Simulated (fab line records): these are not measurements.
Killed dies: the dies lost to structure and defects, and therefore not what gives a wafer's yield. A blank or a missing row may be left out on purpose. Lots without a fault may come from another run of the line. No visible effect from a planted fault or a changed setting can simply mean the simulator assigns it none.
Which tool did it?    flow n5 finfet    10 lots, 30 wafers sampled, at 1 step of a route of 1938

WHAT THE GAUGES READ, wafer by wafer
N5_BEOL_M8_OCD_MEAS_38.
lot   measured      on      trench depth nm (nm)
L196  day 9 04:19   ocd-01  91.7 92.8 93.0
L197  day 9 18:34   ocd-01  95.0 93.7 94.4
L199  day 10 05:25  ocd-02  94.5 94.0 95.3
L202  day 10 18:08  ocd-02  94.0 94.0 94.3
L204  day 11 05:28  ocd-02  97.0 95.1 95.2
L203  day 11 07:11  ocd-01  94.4 94.4 93.4
L206  day 11 14:02  ocd-01  92.6 92.5 91.6
L211  day 13 08:14  ocd-02  93.6 93.8 95.7
L212  day 13 14:06  ocd-02  95.4 93.2 93.4
L219  day 14 23:34  ocd-01  94.6 94.0 93.9

TOOL THAT RAN EACH LOT (tool first, then ch and the chambers of the sampled wafers, then the start)
There is no process step in the record ahead of these readings.

THE ANSWER, worked out from the rows above alone
Rule: the lots themselves supply what counts as usual. Put in order of their means at a reading, lots are off if they are a third of the lots or fewer, leave a main group of 4 or more, and stand apart from it by a gap of 3 or more times the standard deviation of the main group's means; of several such gaps the widest counts. The tables above print the reading to a certain number of digits; a main group whose means all agree to those digits is not used. Also off: a lot with no number at a reading for which 4 or more lots have one. All remaining lots with rows at the step are treated as sound.
Nothing can be told from this: no lot is off at any reading shown.

WHAT WAS PUT IN BY THE SIMULATOR
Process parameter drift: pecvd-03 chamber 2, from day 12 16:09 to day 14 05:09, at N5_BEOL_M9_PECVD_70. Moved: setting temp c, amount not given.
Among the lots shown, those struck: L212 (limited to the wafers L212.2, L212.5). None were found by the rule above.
